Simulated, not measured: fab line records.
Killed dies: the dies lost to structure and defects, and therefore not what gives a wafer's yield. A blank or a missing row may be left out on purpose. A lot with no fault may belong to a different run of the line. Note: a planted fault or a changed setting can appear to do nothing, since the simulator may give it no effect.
fab line records	flow n5_finfet
[record] lots = 7	wafers = 21
route steps=1938 shown BEOL_M14@1723 MIM_BOT_ETCH@1866 PASS1_CAP@1873 TV_LITHO@1879 TV_OPEN@1887 PASSIVATION@1930
start_h: hours from the record's opening day to when the first of the lot's shown wafers began	wait_h: how many hours have passed since the lot's step before this one	" as in the row above	L1.1+2: a row that stands for several wafers	- no value, or no start was given	* or withheld: withheld	< > ~ a bound
route shown NAME@n: names a module that has steps shown in the file, with the first one's number in the route	usual: average and standard deviation across the fault-free wafers	same: alike in all rows	chamber/n: place in a boat	sites: the reading at each site	_std_site: how widely they spread, as a standard deviation	_edge_site: mean of outer sites minus mean of inner sites	radius_mm: for every site, how far away it sits from the centre of the wafer	mask NAME#n: copy n	behind: the tool/chamber that last shaped the wafer	hold: why the lot was held/for how many hours/how that ended	device: the n, p or np transistor that did not switch	end of line: tests of these same wafers at the route's end	a step given without rows: its recipe and nothing more	killed: dies that structure and defects cost at the first sort, which is not the same as the wafer's yield	map: dies across one wafer; x = killed, . = not, _ = none there
set.NAME: the setting as run; set.NAME@STEP: as run at that earlier step	model.NAME: the simulator's own value behind a step, which no gauge read
lots where settings were altered on purpose, with a table for each step and a row for each wafer
[[steps]]
[step N5_BEOL_M14_PEB_08]
[recipe] peb_temp_c = 130	peb_time_s = 90
lot.wafer	tool	chamber	start_h	wait_h	set.peb_temp_c
L074.1+3	litho_track-05	0	279.82	0.1	126.3
L074.2	"	0	"	"	130
L081.1+3+4	litho_track-05	0	309.82	0.1	127.7
L086.3+4+5	litho_track-05	0	354.35	0.0	130
L090.1+3+4	litho_track-05	0	385.53	0.1	130
L092.3+5	litho_track-04	0	389.90	0.0	130
L092.6	"	0	"	"	132.8
L095.3+4+6	litho_track-03	0	405.28	0.0	130
L096.1+3+4	litho_track-03	0	422.74	0.1	128.5
[step N5_BEOL_M14_DEVELOP_09]
[recipe] develop_time_s = 45	rinse_liquid = diw	dry = air_spin	dev_temp_c = 21
[step N5_BEOL_M14_HARDBAKE_14]
[recipe] temp_c = 130	time_s = 120
[step N5_BEOL_M14_CD_MEAS_10]
[recipe] target_cd_nm = 250	landing_energy_ev = 500	detector = se_inlens	polarity = opening
[usual] cd_nm = 250.2/1.4
lot.wafer	tool	chamber	start_h	wait_h	set.dose_mj@BEOL_M14_EXPOSE_07	set.peb_temp_c@BEOL_M14_PEB_08	cd_nm
L074.1	cd_sem-01	0	279.93	-	57	126.3	230.5
L074.2	"	0	"	"	57	130	251.7
L074.3	"	0	"	"	54.23	126.3	219.8
L081.1	cd_sem-01	0	309.93	-	57	127.7	237.3
L081.3	"	0	"	"	57	127.7	237.6
L081.4	"	0	"	"	57	127.7	239.2
L086.3	cd_sem-03	0	354.47	-	57	130	249.1
L086.4	"	0	"	"	58.09	130	254.5
L086.5	"	0	"	"	58.09	130	255.1
L090.1	cd_sem-03	0	385.65	-	57	130	247.6
L090.3	"	0	"	"	57	130	251.7
L090.4	"	0	"	"	57	130	249.8
L092.3	cd_sem-01	0	390.02	-	60.57	130	261.0
L092.5	"	0	"	"	57	130	249.3
L092.6	"	0	"	"	60.57	132.8	273.6
L095.3	cd_sem-02	0	405.40	-	58.56	130	256.6
L095.4	"	0	"	"	58.56	130	258.1
L095.6	"	0	"	"	57	130	250.2
L096.1	cd_sem-02	0	422.85	-	60.44	128.5	253.8
L096.3	"	0	"	"	60.44	128.5	255.9
L096.4	"	0	"	"	57	128.5	244.2
[step N5_BEOL_M14_STRIP_71]
[recipe] chemistry = post_etch_residue_remover	time_s = 60	temp_c = 25	remover_ph = withheld	remover_water_wt_pct = withheld	remover_fluoride_wt_pct = withheld
[step N5_BEOL_M14_SRD_72]
[recipe] time_s = 30	temp_c = 23	rinse_liquid = diw	dry = n2_spin	spin_rpm = 1500	dry_time_s = 30
[step N5_BEOL_M14_CD_MEAS_17]
[recipe] target_cd_nm = 250	polarity = opening
[usual] cd_nm = 251.2/1.9
lot.wafer	tool	chamber	start_h	wait_h	set.dose_mj@BEOL_M14_EXPOSE_07	set.peb_temp_c@BEOL_M14_PEB_08	cd_nm
L074.1	cd_sem-01	-	280.45	0.0	57	126.3	231.2
L074.2	"	-	"	"	57	130	252.1
L074.3	"	-	"	"	54.23	126.3	219.5
L081.1	cd_sem-02	-	310.45	0.0	57	127.7	239.4
L081.3	"	-	"	"	57	127.7	240.1
L081.4	"	-	"	"	57	127.7	240.7
L086.3	cd_sem-03	-	354.99	0.0	57	130	251.8
L086.4	"	-	"	"	58.09	130	257.1
L086.5	"	-	"	"	58.09	130	258.0
L090.1	cd_sem-01	-	386.17	0.0	57	130	251.2
L090.3	"	-	"	"	57	130	251.7
L090.4	"	-	"	"	57	130	252.3
L092.3	cd_sem-01	-	390.54	0.0	60.57	130	262.0
L092.5	"	-	"	"	57	130	250.7
L092.6	"	-	"	"	60.57	132.8	274.2
L095.3	cd_sem-01	-	405.96	0.0	58.56	130	257.5
L095.4	"	-	"	"	58.56	130	260.9
L095.6	"	-	"	"	57	130	252.0
L096.1	cd_sem-03	-	423.48	0.0	60.44	128.5	255.6
L096.3	"	-	"	"	60.44	128.5	255.6
L096.4	"	-	"	"	57	128.5	246.9
[step N5_BEOL_M14_ETCH_68]
[recipe] chemistry = N2/H2	target = SOC	mask_material = SiARC	source_w = 3000	bias_w = 350	temp_c = 40	time_s = 450	ion_energy_ev = 200	pressure_mtorr = 30	n2_flow_sccm = 200	h2_flow_sccm = 200
lot.wafer	tool	chamber	start_h	wait_h	set.time_s	model.SiARC_of_BEOL_M14_COAT_66.thk_nm
L074.1	rie_diel-03	2	281.38	0.1	450	63.8
L074.2	"	3	"	"	450	65.4
L074.3	"	1	"	"	538	55.6
L081.1	rie_diel-03	3	311.09	0.1	484.9	61.6
L081.3	"	0	"	"	484.9	60.6
L081.4	"	1	"	"	450	63.4
L086.3	rie_diel-03	3	355.59	0.1	450	65.4
L086.4	"	1	"	"	365.1	73
L086.5	"	2	"	"	365.1	72.8
L090.1+4	rie_diel-05	2,3	386.86	0.1	450	64
L090.3	"	3	"	"	450	63.8
L092.3	rie_diel-04	2	391.14	0.1	450	63.4
L092.5	"	2	"	"	450	63.8
L092.6	"	0	"	"	450	63.2
L095.3	rie_diel-03	2	406.67	0.1	450	64.8
L095.4	"	1	"	"	450	64.4
L095.6	"	1	"	"	450	64.6
L096.1	rie_diel-05	1	424.08	0.1	450	64.2
L096.3	"	2	"	"	450	64
L096.4	"	0	"	"	450	64.4
[step N5_BEOL_M14_TRENCH_ETCH_34]
[recipe] chemistry = C4F8/O2/Ar	target = SiO2	target_depth_a = 5566.5	mask_material = SOC	he_inner_torr = 15	he_outer_torr = 30	time_s = 126.9	ion_energy_ev = 800	pressure_mtorr = 20	source_w = 1905	bias_w = 2040	Ar_flow_sccm = 400	C4F8_flow_sccm = 16	O2_flow_sccm = 12
[usual] rf_vpp_V = 2215/33
lot.wafer	tool	chamber	start_h	wait_h	set.bias_w	rf_vpp_V
L074.1	rie_diel-03	2	281.66	0.0	2040	2238
L074.2	"	3	"	"	2040	2273
L074.3	"	1	"	"	2040	2270
L081.1	rie_diel-03	3	311.36	0.0	2040	2273
L081.3	"	0	"	"	2040	2170
L081.4	"	1	"	"	2040	2268
L086.3	rie_diel-03	3	355.86	0.0	2040	2272
L086.4	"	1	"	"	2040	2266
L086.5	"	2	"	"	2040	2239
L090.1	rie_diel-05	2	387.13	0.0	2040	2234
L090.3	"	3	"	"	2040	2195
L090.4	"	3	"	"	2040	2195
L092.3	rie_diel-04	2	391.41	0.0	2040	2212
L092.5	"	2	"	"	2040	2212
L092.6	"	0	"	"	1929	2082
L095.3	rie_diel-03	2	406.95	0.0	2040	2237
L095.4	"	1	"	"	2385	2522
L095.6	"	1	"	"	2040	2265
L096.1	rie_diel-05	1	424.35	0.0	2040	2197
L096.3	"	2	"	"	2040	2234
L096.4	"	0	"	"	2040	2214
[step N5_MIM_BOT_ETCH_ETCH_04]
[recipe] chemistry = CF4/O2	target = SiNx	target_depth_a = 260	time_s = 13	ion_energy_ev = 100	pressure_mtorr = 40	source_w = 535	bias_w = 49	Ar_flow_sccm = 100	cf4_flow_sccm = 100	O2_flow_sccm = 10
[usual] rf_vpp_V = 239/4
lot.wafer	tool	chamber	start_h	wait_h	set.source_w	rf_vpp_V	model.etch.depth_nm
L074.1	rie_diel-03	3	300.94	0.0	535	248	26.16
L074.2	"	2	"	"	535	243	27.14
L074.3	"	0	"	"	605.1	219	29.41
L081.1	rie_diel-04	3	324.99	0.0	535	234	25.52
L081.3	"	1	"	"	609.3	225	29.65
L081.4	"	2	"	"	609.3	224	30.28
L086.3	rie_diel-04	2	371.15	0.0	535	240	26.76
L086.4	"	1	"	"	599.5	229	29.39
L086.5	"	2	"	"	535	240	27.01
L090.1	rie_diel-05	1	405.90	0.0	535	238	27.43
L090.3	"	0	"	"	535	240	26.12
L090.4	"	2	"	"	535	242	27.15
L092.3	rie_diel-05	3	406.91	0.0	445.6	262	22.41
L092.5	"	1	"	"	445.6	262	23.43
L092.6	"	2	"	"	445.6	267	22.91
L095.3	rie_diel-04	3	425.02	0.0	535	236	26.27
L095.4	"	1	"	"	535	241	26.34
L095.6	"	2	"	"	535	240	26.86
L096.1	rie_diel-03	0	442.33	0.0	535	232	26.28
L096.3	"	3	"	"	535	247	25.85
L096.4	"	1	"	"	454.3	269	22.49
[step N5_PASSIVATION_PECVD_55]
[recipe] material = SiO2	target_thk_a = 4000	temp_c = 400	precursor = SiH4/N2O	pressure_torr = 2.7	rf_w = 608	time_s = 22.5
lot.wafer	tool	chamber	start_h	wait_h	set.time_s	model.SiO2_of_PASSIVATION_PECVD_55.thk_nm
L074.1	pecvd-03	0	301.80	0.0	20.9	363.8
L074.2	"	1	"	"	22.5	397.8
L074.3	"	2	"	"	20.9	380.2
L081.1	pecvd-02	2	326.03	0.0	22.5	400.8
L081.3	"	1	"	"	24.02	421.6
L081.4	"	2	"	"	22.5	403.2
L086.3	pecvd-01	1	371.98	0.0	22.5	395.8
L086.4	"	1	"	"	22.5	403.8
L086.5	"	2	"	"	22.5	403.2
L090.1	pecvd-02	2	407.12	0.0	22.5	396.8
L090.3	"	0	"	"	22.5	400.8
L090.4	"	0	"	"	22.5	402.6
L092.3	pecvd-01	0	408.13	0.0	20.33	351.8
L092.5	"	0	"	"	22.5	394
L092.6	"	1	"	"	20.33	359
L095.3	pecvd-01	0	425.94	0.0	24.77	437.4
L095.4	"	2	"	"	22.5	400.8
L095.6	"	2	"	"	22.5	396.8
L096.1	pecvd-02	2	443.27	0.0	21.27	380.6
L096.3	"	1	"	"	22.5	400
L096.4	"	1	"	"	21.27	385
[step N5_PASSIVATION_EXPOSE_07]
[recipe] mask_id = TV	na = 0.55	source_shape = conventional	sigma_outer = 0.8	polarization = unpolarized	defocus_nm = 0	target_cd_nm = 3000	dose_mj = 22.75
lot.wafer	tool	chamber	start_h	wait_h	mask	set.dose_mj
L074.1	krf_scanner-01	0	302.13	-	TV#0	21.18
L074.2+3	"	0	"	"	TV#0	22.75
L081.1+3+4	krf_scanner-01	0	326.38	-	TV#0	21.5
L086.3+4	krf_scanner-01	0	374.04	-	TV#0	22.22
L086.5	"	0	"	"	TV#0	22.75
L090.1+3+4	krf_scanner-01	0	408.61	-	TV#0	22.75
L092.3	krf_scanner-02	0	408.78	-	TV#0	22.75
L092.5+6	"	0	"	"	TV#0	23.54
L095.3+4	krf_scanner-02	0	428.87	-	TV#0	22.75
L095.6	"	0	"	"	TV#0	21.09
L096.1+4	krf_scanner-01	0	443.73	-	TV#0	23.74
L096.3	"	0	"	"	TV#0	22.75
[step N5_PASSIVATION_PEB_08]
[recipe] peb_temp_c = withheld	peb_time_s = *
[step N5_PASSIVATION_DEVELOP_09]
[recipe] develop_time_s = 60	rinse_liquid = diw	dry = air_spin	dev_temp_c = 21
[step N5_PASSIVATION_HARDBAKE_11]
[recipe] temp_c = 130	time_s = 120
[step N5_PASSIVATION_CD_MEAS_10]
[recipe] target_cd_nm = 3000	landing_energy_ev = 500	detector = se_inlens
[usual] cd_nm = 3000.3/2.1
lot.wafer	tool	chamber	start_h	wait_h	set.dose_mj@PASSIVATION_EXPOSE_07	cd_nm
L074.1	cd_sem-01	0	302.30	-	21.18	2984.2
L074.2	"	0	"	"	22.75	3001.5
L074.3	"	0	"	"	22.75	3002.5
L081.1	cd_sem-02	0	326.56	-	21.5	2986.3
L081.3	"	0	"	"	21.5	2990.4
L081.4	"	0	"	"	21.5	2988.7
L086.3	cd_sem-03	0	374.21	-	22.22	2997.9
L086.4	"	0	"	"	22.22	2998.6
L086.5	"	0	"	"	22.75	3003.2
L090.1	cd_sem-01	0	408.79	-	22.75	3000.7
L090.3	"	0	"	"	22.75	3000.1
L090.4	"	0	"	"	22.75	3000.9
L092.3	cd_sem-01	0	408.95	-	22.75	2998.5
L092.5	"	0	"	"	23.54	3006.7
L092.6	"	0	"	"	23.54	3006.6
L095.3	cd_sem-03	0	429.04	-	22.75	2998.9
L095.4	"	0	"	"	22.75	2997.2
L095.6	"	0	"	"	21.09	2983.9
L096.1	cd_sem-02	0	443.90	-	23.74	3010.1
L096.3	"	0	"	"	22.75	3001.0
L096.4	"	0	"	"	23.74	3010.4
[step N5_PASSIVATION_DESCUM_12]
[recipe] chemistry = O2	time_s = 7.9	source_power_w = 50	bias_power_w = 20	pressure_mtorr = 20	rf_frequency_hz = 2.712e+07	temp_c = 40	o2_flow_sccm = 225
[step N5_PASSIVATION_PASS_ETCH_74]
[recipe] chemistry = CF4/O2	target = SiNx	target_depth_a = 2200	time_s = 110	ion_energy_ev = 100	pressure_mtorr = 40	source_w = 535	bias_w = 49	Ar_flow_sccm = 100	cf4_flow_sccm = 100	O2_flow_sccm = 10
[step N5_PASSIVATION_VIA_ETCH_13]
[recipe] chemistry = CHF3/O2	target = SiO2	target_depth_a = 6600	CHF3_flow_sccm = 50	O2_flow_sccm = 5	Ar_flow_sccm = 200	time_s = 330	mask_material = PR	pressure_mtorr = 30	source_w = 650	bias_w = 170	ion_energy_ev = 200	ends = cleared
[usual] etch_rf_on_time_s = 236/5.1
lot.wafer	tool	chamber	start_h	wait_h	set.time_s@PASSIVATION_PECVD_55	etch_rf_on_time_s
L074.1	rie_diel-06	2	302.55	0.0	20.9	222
L074.2	"	3	"	"	22.5	235
L074.3	"	0	"	"	20.9	227
L081.1	rie_diel-01	0	326.85	0.0	22.5	239
L081.3	"	2	"	"	24.02	251
L081.4	"	1	"	"	22.5	234
L086.3	rie_diel-06	1	374.69	0.0	22.5	235
L086.4	"	3	"	"	22.5	238
L086.5	"	2	"	"	22.5	244
L090.1	rie_diel-01	1	409.04	0.0	22.5	228
L090.3	"	2	"	"	22.5	238
L090.4	"	2	"	"	22.5	239
L092.3	rie_diel-02	2	409.20	0.0	20.33	209
L092.5	"	2	"	"	22.5	237
L092.6	"	1	"	"	20.33	218
L095.3	rie_diel-01	1	429.29	0.0	24.77	252
L095.4	"	2	"	"	22.5	241
L095.6	"	1	"	"	22.5	230
L096.1	rie_diel-01	0	444.47	0.0	21.27	223
L096.3	"	3	"	"	22.5	234
L096.4	"	1	"	"	21.27	222
[step N5_PASSIVATION_ETCH_54]
[recipe] chemistry = CHF3/O2	target = SiO2	target_depth_a = 8800	CHF3_flow_sccm = 50	O2_flow_sccm = 5	Ar_flow_sccm = 200	time_s = 440	mask_material = PR	pressure_mtorr = 30	source_w = 650	bias_w = 170	ion_energy_ev = 200
[usual] rf_vpp_V = 520/9.2
lot.wafer	tool	chamber	start_h	wait_h	set.bias_w	rf_vpp_V
L074.1	rie_diel-03	3	306.25	0.1	141.6	464
L074.2	"	2	"	"	170	530
L074.3	"	0	"	"	141.6	439
L081.1	rie_diel-04	1	330.22	0.1	140.2	448
L081.3	"	0	"	"	170	510
L081.4	"	2	"	"	140.2	446
L086.3	rie_diel-04	2	378.22	0.1	186.4	559
L086.4	"	1	"	"	170	523
L086.5	"	1	"	"	186.4	565
L090.1	rie_diel-05	0	412.92	0.1	170	522
L090.3	"	1	"	"	170	516
L090.4	"	2	"	"	170	527
L092.3	rie_diel-04	1	414.19	0.1	170	525
L092.5	"	0	"	"	145.6	449
L092.6	"	3	"	"	145.6	450
L095.3	rie_diel-05	0	433.40	0.1	170	522
L095.4	"	1	"	"	170	516
L095.6	"	1	"	"	170	516
L096.1	rie_diel-04	0	448.13	0.1	148.8	458
L096.3	"	3	"	"	170	512
L096.4	"	1	"	"	148.8	472
[[key]]
[split] step = N5_BEOL_M14_PEB_08	setting = peb_temp_c	stated = 130	by = wafer
[response] step = N5_BEOL_M14_CD_MEAS_17	reading = cd_nm	change = +8.99	per = 1%	r = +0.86
[response] step = N5_BEOL_M14_CD_MEAS_10	reading = cd_nm	slope = +6.96	per = 1%	together_with = dose_mj@BEOL_M14_EXPOSE_07	explained = 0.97
[split] step = N5_BEOL_M14_ETCH_68	setting = time_s	stated = 450	by = wafer
[response] step = N5_BEOL_M14_ETCH_68	reading = model.SiARC_of_BEOL_M14_COAT_66.thk_nm	change = -0.42	per = 1%	r = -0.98
[split] step = N5_BEOL_M14_TRENCH_ETCH_34	setting = bias_w	stated = 2040	by = wafer
[response] step = N5_BEOL_M14_TRENCH_ETCH_34	reading = rf_vpp_V	change = +16.8	per = 1%	r = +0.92
[split] step = N5_MIM_BOT_ETCH_ETCH_04	setting = source_w	stated = 535	by = wafer
[response] step = N5_MIM_BOT_ETCH_ETCH_04	reading = rf_vpp_V	change = -1.43	per = 1%	r = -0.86
[response] step = N5_MIM_BOT_ETCH_ETCH_04	reading = model.etch.depth_nm	change = +0.247	per = 1%	r = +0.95
[split] step = N5_PASSIVATION_PECVD_55	setting = time_s	stated = 22.5	by = wafer
[response] step = N5_PASSIVATION_PECVD_55	reading = model.SiO2_of_PASSIVATION_PECVD_55.thk_nm	change = +3.65	per = 1%	r = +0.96
[response] step = N5_PASSIVATION_VIA_ETCH_13	reading = etch_rf_on_time_s	change = *	per = 1%	r = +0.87
[split] step = N5_PASSIVATION_EXPOSE_07	setting = dose_mj	stated = 22.75	by = wafer
[response] step = N5_PASSIVATION_CD_MEAS_10	reading = cd_nm	change = +2.23	per = 1%	r = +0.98
[split] step = N5_PASSIVATION_ETCH_54	setting = bias_w	stated = 170	by = wafer
[response] step = N5_PASSIVATION_ETCH_54	reading = rf_vpp_V	change = +4.27	per = 1%	r = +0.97
split outside_this_file step=N5_BEOL_M14_EXPOSE_07 setting=dose_mj
// split outside_this_file: this setting was split too, and the file shows its column; the key of that split is in another file
